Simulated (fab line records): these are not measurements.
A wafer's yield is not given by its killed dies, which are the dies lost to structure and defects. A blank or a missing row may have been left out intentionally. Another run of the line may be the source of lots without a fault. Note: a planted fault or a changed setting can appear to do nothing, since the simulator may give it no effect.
The tool behind it: which one? | flow n5-finfet | Sampling: 11 lots, 32 wafers, 4 of 1938 route steps

## WHAT THE GAUGES READ, wafer by wafer
The record lacks any reading of a measuring or inspecting step that a usual standard deviation could be used to judge.

## WHAT TOOL EACH LOT RAN ON (gives the tool, then ch and the chambers of the sampled wafers, and finally the start)
lot  | N5_BEOL_M5_ETCH_41                            | N5_BEOL_M5_CURE_80            | N5_BEOL_M5_SPUTTER_81        | N5_BEOL_M5_ANNEAL_82
L365 | rie-diel-05 ch 1,2, day 8 16:05 or earlier    | uv-cure-02 ch 0, day 8 16:05  | pvd-sputter-03, day 8 17:57  | pvd-sputter-03, day 8 18:02
L367 | rie-diel-04 ch 0,1,2, day 9 00:29 or earlier  | uv-cure-01 ch 2, day 9 00:29  | pvd-sputter-02, day 9 03:40  | pvd-sputter-02, day 9 03:44
L366 | rie-diel-05 ch 0,1,2, day 8 23:58 or earlier  | uv-cure-02 ch 1, day 8 23:58  | pvd-sputter-01, day 9 01:56  | pvd-sputter-01, day 9 02:01
L369 | rie-diel-04 ch 1,3, day 10 00:56 or earlier   | uv-cure-03 ch 1, day 10 00:56 | pvd-sputter-01, day 10 03:18 | pvd-sputter-01, day 10 03:23
L376 | rie-diel-04 ch 1,3, day 11 04:07 or earlier   | uv-cure-02 ch 2, day 11 04:07 | pvd-sputter-03, day 11 06:32 | pvd-sputter-03, day 11 06:37
L374 | rie-diel-04 ch 0,1,3, day 11 06:17 or earlier | uv-cure-01 ch 1, day 11 06:17 | pvd-sputter-01, day 11 09:58 | pvd-sputter-01, day 11 10:02
L375 | rie-diel-01 ch 0,3, day 11 12:31 or earlier   | uv-cure-03 ch 1, day 11 12:31 | pvd-sputter-03, day 11 14:41 | pvd-sputter-03, day 11 14:46
L378 | rie-diel-05 ch 1,3, day 11 12:51 or earlier   | uv-cure-02 ch 0, day 11 12:51 | pvd-sputter-01, day 11 15:01 | pvd-sputter-01, day 11 15:06
L377 | rie-diel-04 ch 0,3, day 11 18:18 or earlier   | uv-cure-01 ch 2, day 11 18:18 | pvd-sputter-03, day 11 20:14 | pvd-sputter-03, day 11 20:19
L384 | rie-diel-01 ch 0,2,3, day 13 11:52 or earlier | uv-cure-03 ch 0, day 13 11:52 | pvd-sputter-03, day 13 15:55 | pvd-sputter-03, day 13 15:59
L387 | rie-diel-01 ch 0,2,3, day 14 06:33 or earlier | uv-cure-03 ch 0, day 14 06:33 | pvd-sputter-01, day 14 09:35 | pvd-sputter-01, day 14 09:40
- N5_BEOL_M5_ETCH_41: etches SiCN in CH3F/O2, target depth 31.5 nm, time 56.7 s.
- N5_BEOL_M5_CURE_80: cures SiCOH lowk, time 120 s.
- N5_BEOL_M5_SPUTTER_81: material Cu, target thk 15 nm, time 27.62 s.
- N5_BEOL_M5_ANNEAL_82: time 1800 s.

## WHAT THE TOOLS THEMSELVES READ (means of the sampled wafers that have a number; where no wafer has one, the mark that the record gives instead)
N5_BEOL_M5_ETCH_41. Usual: CH3F_flow_sccm 30.00 sccm, standard deviation 0.092; drypump-motor-current-A 5.7 A, standard deviation 0.34; oes-product-au 0.79 a.u., standard deviation 0.098; rf-vpp-V 297.4 V, standard deviation 1.4; showerhead-plenum-p-Torr 2.00 Torr, standard deviation 0.059; throttle-valve-pct 16.24 %, standard deviation 0.25.
lot  | tool        | CH3F_flow_sccm (sccm) | drypump-motor-current-A (A) | oes-product-au (a.u.) | rf-vpp-V (V) | showerhead-plenum-p-Torr (Torr) | throttle-valve-pct (%) | flag
L365 | rie-diel-05 | 30.14                 | 5.4                         | 0.74                  | 297.5        | 2.00                            | 16.18                  |
L367 | rie-diel-04 | 29.95                 | 6.0                         | 0.75                  | 298.1        | 2.02                            | 16.26                  |
L366 | rie-diel-05 | 29.95                 | 5.5                         | 0.79                  | 297.8        | 2.05                            | 16.25                  |
L369 | rie-diel-04 | 29.95                 | 6.1                         | 0.82                  | 298.9        | 2.05                            | 16.33                  |
L376 | rie-diel-04 | 29.95                 | 6.1                         | 0.76                  | 298.5        | 2.05                            | 16.42                  |
L374 | rie-diel-04 | 29.97                 | 6.0                         | 0.86                  | 298.0        | 2.05                            | 16.27                  |
L375 | rie-diel-01 | 30.05                 | 5.6                         | 0.74                  | 297.0        | 1.94                            | 16.18                  |
L378 | rie-diel-05 | 29.96                 | 5.3                         | 0.71                  | 296.6        | 2.00                            | 16.27                  |
L377 | rie-diel-04 | 30.14                 | 5.8                         | 0.93                  | 298.3        | 2.05                            | 16.12                  |
L384 | rie-diel-01 | 29.93                 | 5.5                         | 0.82                  | 296.4        | 1.96                            | 16.30                  |
L387 | rie-diel-01 | 29.94                 | 5.4                         | 0.80                  | 296.2        | 1.96                            | 16.30                  |

N5_BEOL_M5_CURE_80. Usual: lamp-power-pct 52.31 %, standard deviation 0.055; wafer_temp_C_max 371.6, standard deviation 0.63.
lot  | tool       | lamp-power-pct (%) | wafer_temp_C_max | flag
L365 | uv-cure-02 | 52.35              | 372.5            |
L367 | uv-cure-01 | 52.24              | 372.3            |
L366 | uv-cure-02 | 52.32              | 370.8            |
L369 | uv-cure-03 | 52.36              | 371.7            |
L376 | uv-cure-02 | 52.27              | 372.3            |
L374 | uv-cure-01 | 52.34              | 371.6            |
L375 | uv-cure-03 | 52.32              | 371.5            |
L378 | uv-cure-02 | 52.27              | 372.0            |
L377 | uv-cure-01 | 52.32              | 371.5            |
L384 | uv-cure-03 | 52.29              | 371.0            |
L387 | uv-cure-03 | 52.27              | 371.4            |

N5_BEOL_M5_SPUTTER_81. Usual: chamber-pressure-pa 0.06997 Pa, standard deviation 0.00014; substrate-temp-c -19.99 C, standard deviation 0.099; susceptor-temp-C -20.00 C, standard deviation 0.1; throttle-valve-pct 29.6 %, standard deviation 1.2.
lot  | tool           | chamber-pressure-pa (Pa) | substrate-temp-c (C) | susceptor-temp-C (C) | throttle-valve-pct (%) | flag
L365 | pvd-sputter-03 | 0.06981                  | -20.07               | -20.08               | 29.5                   |
L367 | pvd-sputter-02 | 0.07001                  | -20.01               | -19.89               | 30.2                   |
L366 | pvd-sputter-01 | 0.06992                  | -20.06               | -20.08               | 29.1                   |
L369 | pvd-sputter-01 | 0.06984                  | -20.15               | -19.98               | 28.4                   |
L376 | pvd-sputter-03 | 0.07001                  | -20.00               | -19.96               | 29.9                   |
L374 | pvd-sputter-01 | 0.06998                  | -19.88               | -20.04               | 29.1                   |
L375 | pvd-sputter-03 | 0.06997                  | -19.94               | -20.00               | 30.7                   |
L378 | pvd-sputter-01 | 0.06996                  | -19.96               | -19.98               | 28.8                   |
L377 | pvd-sputter-03 | 0.06990                  | -19.98               | -20.04               | 30.5                   |
L384 | pvd-sputter-03 | 0.07189                  | -20.03               | -19.98               | 29.3                   | OFF
L387 | pvd-sputter-01 | 0.06998                  | -19.99               | -20.07               | 28.7                   |

N5_BEOL_M5_ANNEAL_82. Usual: heater-power-w 848 W, standard deviation 90; susceptor-temp-C 399.99 C, standard deviation 0.2.
lot  | tool           | heater-power-w (W) | susceptor-temp-C (C) | flag
L365 | pvd-sputter-03 | 826                | 400.02               |
L367 | pvd-sputter-02 | 753                | 399.91               |
L366 | pvd-sputter-01 | 868                | 399.88               |
L369 | pvd-sputter-01 | 863                | 400.07               |
L376 | pvd-sputter-03 | 808                | 399.89               |
L374 | pvd-sputter-01 | 893                | 400.03               |
L375 | pvd-sputter-03 | 860                | 399.97               |
L378 | pvd-sputter-01 | 833                | 400.09               |
L377 | pvd-sputter-03 | 824                | 400.24               |
L384 | pvd-sputter-03 | 804                | 400.04               |
L387 | pvd-sputter-01 | 857                | 399.98               |

## THE ANSWER, worked out from the rows above alone
Rule: take the mean of a lot's wafers that have a number; if it is more than 3 standard deviations from the usual mean, the lot is off. Also off: a lot with no number at a reading for which 4 or more lots have one. The other lots that the step has rows for count as sound. First the gauges in route order, then the tools' own readings, where a lot's mean is used as printed above. At the first step where some lot is off, the reading lying furthest off is the one used; lots without a number count as furthest.
Off: L384, at N5_BEOL_M5_SPUTTER_81 (chamber-pressure-pa).
If a tool, at that step or one of the process steps before it, ran each lot that is off and ran no sound lot following the first of them, it fits. With no start given for some of its lots, N5_BEOL_M5_ETCH_41 uses the hours and lot order of N5_BEOL_M5_CURE_80. One fits: pvd-sputter-03 at N5_BEOL_M5_SPUTTER_81. Its last sound lot is L377 (day 11 20:14), its first lot that is off L384 (day 13 15:55): a fault that began between those two fits.
On the lots that are off, the tool's own readings at N5_BEOL_M5_SPUTTER_81 differ by more than 5 times the standard deviation of the sound lots' means, which bears it out; chamber-pressure-pa reads 0.07189 Pa there versus 0.06994 Pa on the sound lots.

## WHAT THE SIMULATOR PUT IN
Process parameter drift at N5_BEOL_M5_SPUTTER_81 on pvd-sputter-03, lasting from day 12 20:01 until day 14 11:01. Setting chamber-pressure-pa shifted by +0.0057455 from 0.07. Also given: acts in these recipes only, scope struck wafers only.
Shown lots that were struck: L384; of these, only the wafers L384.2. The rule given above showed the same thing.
